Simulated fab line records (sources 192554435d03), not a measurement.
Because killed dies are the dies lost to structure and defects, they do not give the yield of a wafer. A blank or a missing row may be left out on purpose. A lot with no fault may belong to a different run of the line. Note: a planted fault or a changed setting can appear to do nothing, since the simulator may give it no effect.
fab line records	flow n5_finfet
record: lots: 7	wafers: 21
route steps=1938 shown BEOL_M2@890 BEOL_M3@963 BEOL_M5@1154 BEOL_M6@1197 BEOL_M7@1266 BEOL_M8@1332
start_h: start of the lot's first displayed wafer, in hours after the record's first day	wait_h: hours from the lot's prior step to this one	" unchanged from the row above	L1.1+2: a row that stands for several wafers	- no value, or no start given	* or withheld: withheld	< > ~ a bound
route shown NAME@n: names a module that has steps shown in the file, with the first one's number in the route	usual: average and standard deviation across the fault-free wafers	same: alike in all rows	chamber/n: place in a boat	sites: per-site readings	_std_site: standard deviation of those values	_edge_site: outer sites' mean less inner sites'	radius_mm: for every site, how far away it sits from the centre of the wafer	mask NAME#n: copy n	behind: tool/chamber where the wafer was last shaped	hold: why the lot was held/for how many hours/how that ended	device: transistor that didn't switch, given as n, p or np	end of line: tests of these same wafers at the route's end	a step with no rows: only its recipe	killed: dies lost to structure and defects at the first sort, not the wafer's yield	map: dies across one wafer; x = killed, . = not, _ = none there
set.NAME: setting as actually run; set.NAME@STEP: the setting as run at that earlier step	model.NAME: the simulator's own value behind a step, which no gauge read
lots where settings were altered on purpose, with a table for each step and a row for each wafer
== steps ==
step: N5_BEOL_M2_TRENCH_ETCH_37
recipe: chemistry: C4F6/O2	target_depth_a: 555.55	target: SiOC	time_s: 29.2	ion_energy_ev: 250	pressure_mtorr: 30	source_w: 355	bias_w: 185	Ar_flow_sccm: 300	C4F6_flow_sccm: 10	O2_flow_sccm: 10
usual: rf_vpp_V: 668/6.9
lot.wafer	tool	chamber	start_h	wait_h	set.source_w	rf_vpp_V
L078.1	rie_diel-05	3	-	-	355	669
L078.3	"	2	"	"	355	665
L078.5	"	3	"	"	355	668
L081.1	rie_diel-05	3	-	-	355	670
L081.2	"	1	"	"	337.2	693
L081.5	"	2	"	"	337.2	683
L088.3	rie_diel-04	1	-	-	355	670
L088.5	"	3	"	"	355	670
L088.6	"	0	"	"	355	682
L093.3	rie_diel-04	0	-	-	398.7	643
L093.5	"	0	"	"	355	681
L093.6	"	3	"	"	398.7	632
L094.1	rie_diel-05	0	-	-	355	664
L094.2	"	3	"	"	384.6	641
L094.6	"	2	"	"	355	666
L096.1	rie_diel-06	3	-	-	355	673
L096.2	"	1	"	"	355	664
L096.6	"	3	"	"	355	674
L097.1	rie_diel-04	1	-	-	376.8	648
L097.2	"	0	"	"	355	683
L097.5	"	1	"	"	355	669
step: N5_BEOL_M3_EXPOSE_25
recipe: mask_id: V2	na: 0.33	source_shape: quasar	sigma_inner: 0.2	sigma_outer: 0.8	polarization: unpolarized	defocus_nm: 5	dose_mj: 63
lot.wafer	tool	chamber	start_h	wait_h	mask	set.dose_mj
L078.1	euv_scanner-01	0	167.70	-	V2#0	64.91
L078.3+5	"	0	"	"	V2#0	63
L081.1+2	euv_scanner-02	0	188.54	-	V2#0	63
L081.5	"	0	"	"	V2#0	60.92
L088.3+5+6	euv_scanner-01	0	231.65	-	V2#0	63
L093.3+5	euv_scanner-01	0	255.38	-	V2#0	63
L093.6	"	0	"	"	V2#0	66.33
L094.1+2	euv_scanner-01	0	275.75	-	V2#0	59.93
L094.6	"	0	"	"	V2#0	63
L096.1	euv_scanner-01	0	286.73	-	V2#0	61.31
L096.2+6	"	0	"	"	V2#0	63
L097.1+2+5	euv_scanner-02	0	289.53	-	V2#0	63
step: N5_BEOL_M3_PEB_26
recipe: peb_temp_c: 100	peb_time_s: 60	resist: CAR-EUV
step: N5_BEOL_M3_DEVELOP_27
recipe: develop_time_s: 30	developer: TMAH	resist: CAR-EUV	rinse_liquid: surfactant_rinse	dry: air_spin	dev_temp_c: 23
step: N5_BEOL_M3_CD_MEAS_28
recipe: target_cd_nm: 25.7	landing_energy_ev: 500	detector: se_inlens	target_cd_y_nm: 23.3	polarity: opening
usual: cd_nm: 25.68/0.24
lot.wafer	tool	chamber	start_h	wait_h	set.dose_mj@BEOL_M3_EXPOSE_25	cd_nm
L078.1	cd_sem-01	0	167.85	-	64.91	26.08
L078.3	"	0	"	"	63	25.50
L078.5	"	0	"	"	63	25.72
L081.1	cd_sem-01	0	188.68	-	63	25.48
L081.2	"	0	"	"	63	25.68
L081.5	"	0	"	"	60.92	25.11
L088.3	cd_sem-01	0	231.78	-	63	25.64
L088.5	"	0	"	"	63	25.25
L088.6	"	0	"	"	63	25.92
L093.3	cd_sem-03	0	255.51	-	63	26.01
L093.5	"	0	"	"	63	25.77
L093.6	"	0	"	"	66.33	26.82
L094.1	cd_sem-03	0	275.90	-	59.93	24.90
L094.2	"	0	"	"	59.93	24.91
L094.6	"	0	"	"	63	25.82
L096.1	cd_sem-02	0	286.88	-	61.31	25.20
L096.2	"	0	"	"	63	25.55
L096.6	"	0	"	"	63	25.24
L097.1	cd_sem-03	0	289.68	-	63	25.57
L097.2	"	0	"	"	63	25.73
L097.5	"	0	"	"	63	25.98
step: N5_BEOL_M3_DESCUM_33
recipe: chemistry: O2	time_s: 7	source_power_w: 50	bias_power_w: 20	pressure_mtorr: 20	rf_frequency_hz: 2.712e+07	temp_c: 40	resist: CAR-EUV	o2_flow_sccm: 225
lot.wafer	tool	chamber	start_h	wait_h	set.time_s	model.CAR-EUV_of_BEOL_M3_COAT_22.thk_nm
L078.1	rie_diel-02	0	168.16	0.2	7	26
L078.3+5	"	3	"	"	6.106	26.4
L081.1	rie_diel-03	0	188.80	0.0	8.404	25.4
L081.2	"	1	"	"	7	26
L081.5	"	1	"	"	8.404	25.2
L088.3+5+6	rie_diel-03	3,3,0	231.90	0.0	7	26
L093.3+6	rie_diel-03	0	255.69	0.1	7	26
L093.5	"	3	"	"	6.302	26.4
L094.1	rie_diel-03	1	276.02	0.0	5.47	26.8
L094.2+6	"	3,2	"	"	7	26
L096.1	rie_diel-01	3	287.16	0.2	7	26.2
L096.2	"	2	"	"	7	26
L096.6	"	3	"	"	6.411	26.4
L097.1	rie_diel-01	1	289.80	0.0	6.094	26.6
L097.2	"	2	"	"	6.094	26.4
L097.5	"	3	"	"	7	26.2
step: N5_BEOL_M3_SPUTTER_81
recipe: material: Cu	target_thk_a: 45	temp_c: -20	chamber_pressure_pa: 0.07	power_w: withheld	time_s: 8.29
lot.wafer	tool	chamber	start_h	wait_h	set.time_s	model.Cu_of_BEOL_M3_SPUTTER_81.thk_nm
L078.1+3+5	pvd_sputter-03	-	177.81	0.1	8.29	4.6
L081.1	pvd_sputter-02	-	199.33	0.1	9.182	-
L081.2	"	-	"	"	9.182	5
L081.5	"	-	"	"	8.29	4.6
L088.3+5+6	pvd_sputter-02	-	237.25	0.1	8.29	4.4
L093.3	pvd_sputter-01	-	260.25	0.1	8.29	4.4
L093.5+6	"	-	"	"	8.29	4.6
L094.1+6	pvd_sputter-02	-	281.42	0.1	7.951	4.2
L094.2	"	-	"	"	8.29	4.4
L096.1	pvd_sputter-03	-	289.67	0.1	8.29	4.4
L096.2	"	-	"	"	7.255	-
L096.6	"	-	"	"	7.255	4
L097.1+5	pvd_sputter-02	-	299.78	4.7	8.29	4.6
L097.2	"	-	"	"	8.29	4.8
step: N5_BEOL_M5_ETCH_68
recipe: chemistry: N2/H2	target: SOC	target_depth_a: 800	overetch_a: 160	mask_material: SiARC	temp_c: 40	time_s: 120	ion_energy_ev: 200	pressure_mtorr: 30	source_w: 840	bias_w: 150	n2_flow_sccm: 200	h2_flow_sccm: 200
lot.wafer	tool	chamber	start_h	wait_h	set.time_s	model.SiARC_of_BEOL_M5_COAT_66.thk_nm
L078.1+5	rie_diel-01	0	196.65	0.0	120	6.4
L078.3	"	2	"	"	95.26	7.4
L081.1	rie_diel-03	3	219.09	0.0	120	6.2
L081.2	"	1	"	"	120	6.6
L081.5	"	0	"	"	120	6.4
L088.3+5+6	rie_diel-02	0,1,0	255.07	0.0	120	6.4
L093.3	rie_diel-03	2	281.80	0.0	120	6.4
L093.5	"	3	"	"	141.9	5.2
L093.6	"	2	"	"	141.9	5.6
L094.1	rie_diel-03	2	302.47	0.0	120	6.4
L094.2	"	1	"	"	94.26	7.6
L094.6	"	3	"	"	120	6.2
L096.1+2	rie_diel-03	0,2	311.59	0.0	120	6.6
L096.6	"	0	"	"	134.3	5.8
L097.1	rie_diel-03	0	320.38	0.0	146.7	5.2
L097.2	"	1	"	"	120	6.6
L097.5	"	3	"	"	146.7	5
step: N5_BEOL_M5_ETCH_41
recipe: chemistry: CH3F/O2	target: SiCN	target_depth_a: 315	taper_deg: 2	time_s: 56.7	ion_energy_ev: 120	mask_material: TiN	pressure_mtorr: 30	source_w: 395	bias_w: 75	Ar_flow_sccm: 150	CH3F_flow_sccm: 30	O2_flow_sccm: 20
usual: rf_vpp_V: 298.1/1.5
lot.wafer	tool	chamber	start_h	wait_h	set.source_w	rf_vpp_V
L078.1	rie_diel-01	0	-	-	365.6	308.3
L078.3	"	2	"	"	365.6	304.0
L078.5	"	0	"	"	395	300.8
L081.1	rie_diel-03	3	-	-	395	300.0
L081.2	"	1	"	"	395	300.4
L081.5	"	0	"	"	395	297.2
L088.3	rie_diel-02	0	-	-	395	299.0
L088.5	"	1	"	"	395	297.5
L088.6	"	0	"	"	395	298.8
L093.3	rie_diel-03	2	-	-	370.1	306.5
L093.5	"	3	"	"	370.1	303.8
L093.6	"	2	"	"	395	299.4
L094.1	rie_diel-03	2	-	-	395	301.0
L094.2	"	1	"	"	341.8	313.1
L094.6	"	3	"	"	341.8	312.6
L096.1	rie_diel-03	0	-	-	395	297.6
L096.2	"	2	"	"	374.8	305.3
L096.6	"	0	"	"	374.8	301.2
L097.1	rie_diel-03	0	-	-	342.8	310.0
L097.2	"	1	"	"	342.8	312.4
L097.5	"	3	"	"	342.8	312.5
step: N5_BEOL_M6_PECVD_70
recipe: material: SiO2	target_thk_a: 200	temp_c: 400	precursor: TEOS/O2	pressure_torr: 5.5	rf_w: 450	teos_flow_sccm: 53.8	gas: O2	flow_sccm: 3000	time_s: 22.7
lot.wafer	tool	chamber	start_h	wait_h	set.temp_c	model.SiO2_of_BEOL_M6_PECVD_70.thk_nm
L078.1	pecvd-01	2	204.58	0.0	400	19.8
L078.3	"	0	"	"	412.5	18.2
L078.5	"	0	"	"	412.5	18.6
L081.1	pecvd-04	0	227.82	0.0	386.4	21.2
L081.2	"	1	"	"	400	19.6
L081.5	"	0	"	"	400	19.8
L088.3	pecvd-01	1	263.21	0.0	400	20
L088.5+6	"	0,2	"	"	400	20.4
L093.3	pecvd-03	1	290.04	0.0	400	19.8
L093.5	"	2	"	"	400	20.2
L093.6	"	0	"	"	383.5	22.2
L094.1	pecvd-04	2	310.26	0.0	407.6	19.2
L094.2	"	1	"	"	407.6	19.4
L094.6	"	0	"	"	400	20.6
L096.1	pecvd-03	1	319.50	0.0	400	19.8
L096.2	"	2	"	"	400	19.6
L096.6	"	2	"	"	400	20.2
L097.1	pecvd-01	0	328.04	0.0	385.8	21.8
L097.2	"	2	"	"	400	19.8
L097.5	"	2	"	"	385.8	22
step: N5_BEOL_M6_COAT_05
recipe: resist: CAR-ArF	spin_rpm: 1500	resist_thk_nm: 90
lot.wafer	tool	chamber	start_h	wait_h	set.spin_rpm	model.CAR-ArF_of_BEOL_M6_COAT_05.thk_nm
L078.1	litho_track-01	0	-	-	1500	89.6
L078.3+5	"	0	"	"	1500	90
L081.1	litho_track-05	0	-	-	1500	90.6
L081.2+5	"	0	"	"	1500	90.4
L088.3+6	litho_track-05	0	-	-	1500	90.2
L088.5	"	0	"	"	1500	90.4
L093.3	litho_track-05	0	-	-	1635	86.6
L093.5	"	0	"	"	1500	90.4
L093.6	"	0	"	"	1635	86.8
L094.1+2+6	litho_track-01	0	-	-	1500	90
L096.1+2	litho_track-02	0	-	-	1500	90
L096.6	"	0	"	"	1500	90.2
L097.1	litho_track-02	0	-	-	1332	95.8
L097.2	"	0	"	"	1500	90.4
L097.5	"	0	"	"	1332	95.6
step: N5_BEOL_M6_EBR_07
recipe: solvent: PGMEA	ebr_width_mm: 1.5
step: N5_BEOL_M6_SOFTBAKE_06
recipe: temp_c: 110	time_s: 60	resist: CAR-ArF
step: N5_BEOL_M6_EXPOSE_08
recipe: mask_id: M6	na: 1.35	source_shape: dipole	sigma_inner: 0.817	sigma_outer: 0.97	polarization: te	dose_mj: 68.25
step: N5_BEOL_M6_PEB_09
recipe: peb_temp_c: withheld	peb_time_s: 60	resist: CAR-ArF
step: N5_BEOL_M6_DEVELOP_10
recipe: develop_time_s: 30	developer: TMAH	resist: CAR-ArF	rinse_liquid: diw	dry: air_spin	dev_temp_c: 23
lot.wafer	tool	chamber	start_h	wait_h	set.spin_rpm@BEOL_M6_COAT_05	model.CAR-ArF_of_BEOL_M6_COAT_05.thk_nm
L078.1	litho_track-05	0	-	-	1500	87.8
L078.3	"	0	"	"	1500	88.2
L078.5	"	0	"	"	1500	88.4
L081.1	litho_track-05	0	-	-	1500	89
L081.2+5	"	0	"	"	1500	88.8
L088.3+6	litho_track-01	0	-	-	1500	88.6
L088.5	"	0	"	"	1500	88.8
L093.3	litho_track-02	0	-	-	1635	84.8
L093.5	"	0	"	"	1500	88.6
L093.6	"	0	"	"	1635	85.2
L094.1	litho_track-01	0	-	-	1500	88.2
L094.2+6	"	0	"	"	1500	88.4
L096.1	litho_track-02	0	-	-	1500	88.4
L096.2	"	0	"	"	1500	88.2
L096.6	"	0	"	"	1500	88.6
L097.1	litho_track-05	0	-	-	1332	94
L097.2	"	0	"	"	1500	88.6
L097.5	"	0	"	"	1332	93.8
step: N5_BEOL_M6_STRIP_80
recipe: chemistry: N2/H2	time_s: 10	power_w: 450	temp_c: 40	pressure_mtorr: 20	rf_frequency_hz: 6e+07	bias_power_w: 7	n2_flow_sccm: 200	h2_flow_sccm: 200
step: N5_BEOL_M6_HM_STRIP_39
recipe: chemistry: peroxide_tin_strip	material: TiN	target_depth_a: 250	temp_c: 50	time_s: 158
lot.wafer	tool	chamber	start_h	wait_h	set.temp_c@BEOL_M6_PECVD_70	model.SiO2_of_BEOL_M6_PECVD_70.thk_nm
L078.1	wet_bench-05	6	209.15	0.0	400	19.6
L078.3	"	7	"	"	412.5	18.2
L078.5	"	0	"	"	412.5	18.4
L081.1	wet_bench-05	4	230.84	0.0	386.4	21.2
L081.2	"	6	"	"	400	19.4
L081.5	"	3	"	"	400	19.8
L088.3	wet_bench-05	6	268.12	0.0	400	19.8
L088.5+6	"	1,4	"	"	400	20.2
L093.3	wet_bench-06	5	294.56	0.0	400	19.8
L093.5	"	7	"	"	400	20
L093.6	"	1	"	"	383.5	22.2
L094.1	wet_bench-05	4	317.18	0.0	407.6	19
L094.2	"	2	"	"	407.6	19.2
L094.6	"	3	"	"	400	20.4
L096.1	wet_bench-03	2	323.53	0.0	400	19.6
L096.2	"	7	"	"	400	19.4
L096.6	"	0	"	"	400	20.2
L097.1	wet_bench-03	1	332.37	0.0	385.8	21.6
L097.2	"	4	"	"	400	19.6
L097.5	"	3	"	"	385.8	22
step: N5_BEOL_M7_PECVD_70
recipe: material: SiO2	target_thk_a: 200	temp_c: 400	precursor: TEOS/O2	pressure_torr: 5.5	rf_w: 450	teos_flow_sccm: 53.8	gas: O2	flow_sccm: 3000	time_s: 22.7
lot.wafer	tool	chamber	start_h	wait_h	set.temp_c	model.SiO2_of_BEOL_M7_PECVD_70.thk_nm
L078.1+3	pecvd-01	1,2	213.09	0.0	400	20
L078.5	"	2	"	"	400	20.2
L081.1	pecvd-02	2	234.30	0.0	406.9	19
L081.2	"	1	"	"	400	20
L081.5	"	1	"	"	400	20.2
L088.3+5	pecvd-01	1	272.96	0.0	400	20
L088.6	"	0	"	"	400	20.2
L093.3	pecvd-02	0	297.95	0.0	417.9	17.4
L093.5	"	2	"	"	400	20.4
L093.6	"	0	"	"	400	19.8
L094.1+6	pecvd-04	1,2	320.58	0.0	400	20.4
L094.2	"	2	"	"	404.6	19.4
L096.1+2	pecvd-02	0,1	328.51	0.0	400	20
L096.6	"	0	"	"	414.5	18.4
L097.1+2	pecvd-01	2,1	338.38	0.0	407.3	18.8
L097.5	"	2	"	"	400	20.4
step: N5_BEOL_M7_COAT_05
recipe: resist: CAR-ArF	spin_rpm: 1500	resist_thk_nm: 90
lot.wafer	tool	chamber	start_h	wait_h	set.spin_rpm	model.CAR-ArF_of_BEOL_M7_COAT_05.thk_nm
L078.1+3+5	litho_track-03	0	-	-	1500	90.2
L081.1	litho_track-03	0	-	-	1552	88.8
L081.2	"	0	"	"	1500	90.2
L081.5	"	0	"	"	1552	88.6
L088.3	litho_track-04	0	-	-	1500	89.8
L088.5+6	"	0	"	"	1500	90
L093.3	litho_track-03	0	-	-	1339	95.6
L093.5+6	"	0	"	"	1500	90.4
L094.1+2	litho_track-01	0	-	-	1597	87
L094.6	"	0	"	"	1500	89.6
L096.1	litho_track-04	0	-	-	1500	89.6
L096.2+6	"	0	"	"	1500	90
L097.1	litho_track-03	0	-	-	1500	90
L097.2	"	0	"	"	1663	85.6
L097.5	"	0	"	"	1663	86
step: N5_BEOL_M7_EBR_07
recipe: solvent: PGMEA	ebr_width_mm: 1.5
step: N5_BEOL_M7_SOFTBAKE_06
recipe: temp_c: 110	time_s: 60	resist: CAR-ArF
step: N5_BEOL_M7_EXPOSE_08
recipe: mask_id: M7	na: 1.35	source_shape: dipole	sigma_inner: 0.817	sigma_outer: 0.97	polarization: te	dose_mj: 68.25
step: N5_BEOL_M7_PEB_09
recipe: peb_temp_c: withheld	peb_time_s: 60	resist: CAR-ArF
step: N5_BEOL_M7_DEVELOP_10
recipe: develop_time_s: 30	developer: TMAH	resist: CAR-ArF	rinse_liquid: diw	dry: air_spin	dev_temp_c: 23
lot.wafer	tool	chamber	start_h	wait_h	set.spin_rpm@BEOL_M7_COAT_05	model.CAR-ArF_of_BEOL_M7_COAT_05.thk_nm
L078.1+3+5	litho_track-03	0	-	-	1500	88.6
L081.1	litho_track-03	0	-	-	1552	87
L081.2	"	0	"	"	1500	88.6
L081.5	"	0	"	"	1552	86.8
L088.3+6	litho_track-04	0	-	-	1500	88.2
L088.5	"	0	"	"	1500	88.4
L093.3	litho_track-03	0	-	-	1339	94
L093.5+6	"	0	"	"	1500	88.8
L094.1+2	litho_track-03	0	-	-	1597	85.2
L094.6	"	0	"	"	1500	88
L096.1	litho_track-03	0	-	-	1500	88
L096.2	"	0	"	"	1500	88.2
L096.6	"	0	"	"	1500	88.4
L097.1	litho_track-04	0	-	-	1500	88.4
L097.2	"	0	"	"	1663	84
L097.5	"	0	"	"	1663	84.2
step: N5_BEOL_M7_STRIP_80
recipe: chemistry: N2/H2	time_s: 10	power_w: 450	temp_c: 40	pressure_mtorr: 20	rf_frequency_hz: 6e+07	bias_power_w: 7	n2_flow_sccm: 200	h2_flow_sccm: 200
step: N5_BEOL_M7_HM_STRIP_39
recipe: chemistry: peroxide_tin_strip	material: TiN	target_depth_a: 250	temp_c: 50	time_s: 158
lot.wafer	tool	chamber	start_h	wait_h	set.temp_c@BEOL_M7_PECVD_70	model.SiO2_of_BEOL_M7_PECVD_70.thk_nm
L078.1+3	wet_bench-01	7,3	217.58	0.0	400	19.8
L078.5	"	2	"	"	400	20
L081.1	wet_bench-01	0	239.25	0.0	406.9	18.8
L081.2	"	2	"	"	400	19.8
L081.5	"	3	"	"	400	20.2
L088.3+5	wet_bench-04	4,3	277.51	0.0	400	19.8
L088.6	"	5	"	"	400	20.2
L093.3	wet_bench-02	3	302.35	0.0	417.9	17.4
L093.5	"	2	"	"	400	20.2
L093.6	"	1	"	"	400	19.6
L094.1+6	wet_bench-04	7,0	326.17	0.0	400	20.2
L094.2	"	6	"	"	404.6	19.4
L096.1+2	wet_bench-01	4,1	332.54	0.0	400	19.8
L096.6	"	3	"	"	414.5	18.4
L097.1	wet_bench-02	4	342.46	0.0	407.3	18.8
L097.2	"	0	"	"	407.3	18.6
L097.5	"	7	"	"	400	20.2
step: N5_BEOL_M8_ILD_DEP_00
recipe: material: SiCOH_lowk	target_thk_a: 1797.5	temp_c: 300	precursor: DEMS/porogen	pressure_torr: 5	rf_w: 500	time_s: 33.4
lot.wafer	tool	chamber	start_h	wait_h	set.time_s	model.SiCOH_lowk_of_BEOL_M8_ILD_DEP_00.thk_nm
L078.1	pecvd-03	1	220.21	0.0	31.06	168.6
L078.3	"	0	"	"	33.4	181
L078.5	"	1	"	"	33.4	183.4
L081.1	pecvd-03	2	243.09	0.0	31.78	170.4
L081.2	"	0	"	"	31.78	168.8
L081.5	"	2	"	"	33.4	179.6
L088.3	pecvd-03	2	281.30	0.0	33.4	177.4
L088.5	"	2	"	"	33.4	178.8
L088.6	"	0	"	"	33.4	180.8
L093.3+6	pecvd-02	1,2	305.19	0.0	33.4	183.4
L093.5	"	0	"	"	33.4	182
L094.1	pecvd-02	1	328.73	0.0	33.4	179.4
L094.2	"	0	"	"	35.04	187.6
L094.6	"	0	"	"	35.04	189.6
L096.1	pecvd-03	1	337.84	0.0	35.62	188
L096.2	"	0	"	"	33.4	177.6
L096.6	"	0	"	"	33.4	179
L097.1	pecvd-03	0	346.00	0.0	29.6	159.2
L097.2	"	1	"	"	33.4	177.4
L097.5	"	1	"	"	33.4	182.4
step: N5_BEOL_M8_CURE_74
recipe: temp_c: 385	time_s: 240	ambient: He/Ar	material: SiCOH_lowk
lot.wafer	tool	chamber	start_h	wait_h	set.time_s@BEOL_M8_ILD_DEP_00	model.SiCOH_lowk_of_BEOL_M8_ILD_DEP_00.thk_nm
L078.1	uv_cure-01	0	220.41	0.2	31.06	145.4
L078.3	"	0	"	"	33.4	156
L078.5	"	0	"	"	33.4	158.2
L081.1	uv_cure-01	2	243.15	0.0	31.78	146.8
L081.2	"	2	"	"	31.78	145.6
L081.5	"	2	"	"	33.4	154.8
L088.3	uv_cure-03	2	281.88	0.6	33.4	153
L088.5	"	2	"	"	33.4	154.2
L088.6	"	2	"	"	33.4	155.8
L093.3+6	uv_cure-02	1	305.41	0.2	33.4	158.2
L093.5	"	1	"	"	33.4	156.8
L094.1	uv_cure-03	0	328.79	0.0	33.4	154.6
L094.2	"	0	"	"	35.04	161.8
L094.6	"	0	"	"	35.04	163.6
L096.1	uv_cure-02	2	338.06	0.2	35.62	162.2
L096.2	"	2	"	"	33.4	153.2
L096.6	"	2	"	"	33.4	154.4
L097.1	uv_cure-02	1	346.09	0.1	29.6	137.2
L097.2	"	1	"	"	33.4	153
L097.5	"	1	"	"	33.4	157.4
step: N5_BEOL_M8_THK_MEAS_01
recipe: reads: SiCOH_lowk_of_BEOL_M8_ILD_DEP_00
usual: M8_ILD_THK: 155.3/2
lot.wafer	tool	chamber	start_h	wait_h	set.time_s@BEOL_M8_ILD_DEP_00	M8_ILD_THK[nm]
L078.1	film_metro-02	-	220.93	0.4	31.06	145.4
L078.3	"	-	"	"	33.4	156.0
L078.5	"	-	"	"	33.4	158.1
L081.1	film_metro-01	-	243.66	0.4	31.78	146.9
L081.2	"	-	"	"	31.78	145.7
L081.5	"	-	"	"	33.4	154.9
L088.3	film_metro-01	-	282.55	0.5	33.4	153.0
L088.5	"	-	"	"	33.4	154.3
L088.6	"	-	"	"	33.4	155.9
L093.3	film_metro-01	-	305.77	0.3	33.4	158.0
L093.5	"	-	"	"	33.4	156.9
L093.6	"	-	"	"	33.4	158.2
L094.1	film_metro-01	-	329.30	0.4	33.4	154.6
L094.2	"	-	"	"	35.04	161.7
L094.6	"	-	"	"	35.04	163.4
L096.1	film_metro-01	-	338.57	0.4	35.62	162.2
L096.2	"	-	"	"	33.4	153.2
L096.6	"	-	"	"	33.4	154.3
L097.1	film_metro-01	-	346.60	0.4	29.6	137.1
L097.2	"	-	"	"	33.4	152.8
L097.5	"	-	"	"	33.4	157.5
== key ==
split: step: N5_BEOL_M2_TRENCH_ETCH_37	setting: source_w	stated: 355	by: wafer
response: step: N5_BEOL_M2_TRENCH_ETCH_37	reading: rf_vpp_V	change: -3.54	per: 1%	r: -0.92
split: step: N5_BEOL_M3_EXPOSE_25	setting: dose_mj	stated: 63	by: wafer
response: step: N5_BEOL_M3_CD_MEAS_28	reading: cd_nm	change: +0.164	per: 1%	r: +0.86
split: step: N5_BEOL_M3_DESCUM_33	setting: time_s	stated: 7	by: wafer
response: step: N5_BEOL_M3_DESCUM_33	reading: model.CAR-EUV_of_BEOL_M3_COAT_22.thk_nm	change: -0.0341	per: 1%	r: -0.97
split: step: N5_BEOL_M3_SPUTTER_81	setting: time_s	stated: 8.29	by: wafer
response: step: N5_BEOL_M3_SPUTTER_81	reading: model.Cu_of_BEOL_M3_SPUTTER_81.thk_nm	change: +0.0353	per: 1%	r: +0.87
split: step: N5_BEOL_M5_ETCH_68	setting: time_s	stated: 120	by: wafer
response: step: N5_BEOL_M5_ETCH_68	reading: model.SiARC_of_BEOL_M5_COAT_66.thk_nm	change: -0.0591	per: 1%	r: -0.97
split: step: N5_BEOL_M5_ETCH_41	setting: source_w	stated: 395	by: wafer
response: step: N5_BEOL_M5_ETCH_41	reading: rf_vpp_V	change: -0.874	per: 1%	r: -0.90
split: step: N5_BEOL_M6_PECVD_70	setting: temp_c	stated: 400	by: wafer
response: step: N5_BEOL_M6_PECVD_70	reading: model.SiO2_of_BEOL_M6_PECVD_70.thk_nm	change: -0.522	per: 1%	r: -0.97
response: step: N5_BEOL_M6_HM_STRIP_39	reading: model.SiO2_of_BEOL_M6_PECVD_70.thk_nm	change: -0.537	per: 1%	r: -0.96
split: step: N5_BEOL_M6_COAT_05	setting: spin_rpm	stated: 1500	by: wafer
response: step: N5_BEOL_M6_COAT_05	reading: model.CAR-ArF_of_BEOL_M6_COAT_05.thk_nm	change: -0.449	per: 1%	r: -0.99
response: step: N5_BEOL_M6_DEVELOP_10	reading: model.CAR-ArF_of_BEOL_M6_COAT_05.thk_nm	change: -0.444	per: 1%	r: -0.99
split: step: N5_BEOL_M7_PECVD_70	setting: temp_c	stated: 400	by: wafer
response: step: N5_BEOL_M7_PECVD_70	reading: model.SiO2_of_BEOL_M7_PECVD_70.thk_nm	change: -0.585	per: 1%	r: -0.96
response: step: N5_BEOL_M7_HM_STRIP_39	reading: model.SiO2_of_BEOL_M7_PECVD_70.thk_nm	change: -0.539	per: 1%	r: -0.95
split: step: N5_BEOL_M7_COAT_05	setting: spin_rpm	stated: 1500	by: wafer
response: step: N5_BEOL_M7_COAT_05	reading: model.CAR-ArF_of_BEOL_M7_COAT_05.thk_nm	change: -0.43	per: 1%	r: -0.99
response: step: N5_BEOL_M7_DEVELOP_10	reading: model.CAR-ArF_of_BEOL_M7_COAT_05.thk_nm	change: -0.441	per: 1%	r: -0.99
split: step: N5_BEOL_M8_ILD_DEP_00	setting: time_s	stated: 33.4	by: wafer
response: step: N5_BEOL_M8_ILD_DEP_00	reading: model.SiCOH_lowk_of_BEOL_M8_ILD_DEP_00.thk_nm	change: +1.81	per: 1%	r: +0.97
response: step: N5_BEOL_M8_CURE_74	reading: model.SiCOH_lowk_of_BEOL_M8_ILD_DEP_00.thk_nm	change: +1.57	per: 1%	r: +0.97
response: step: N5_BEOL_M8_THK_MEAS_01	reading: M8_ILD_THK	change: +1.57	per: 1%	r: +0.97
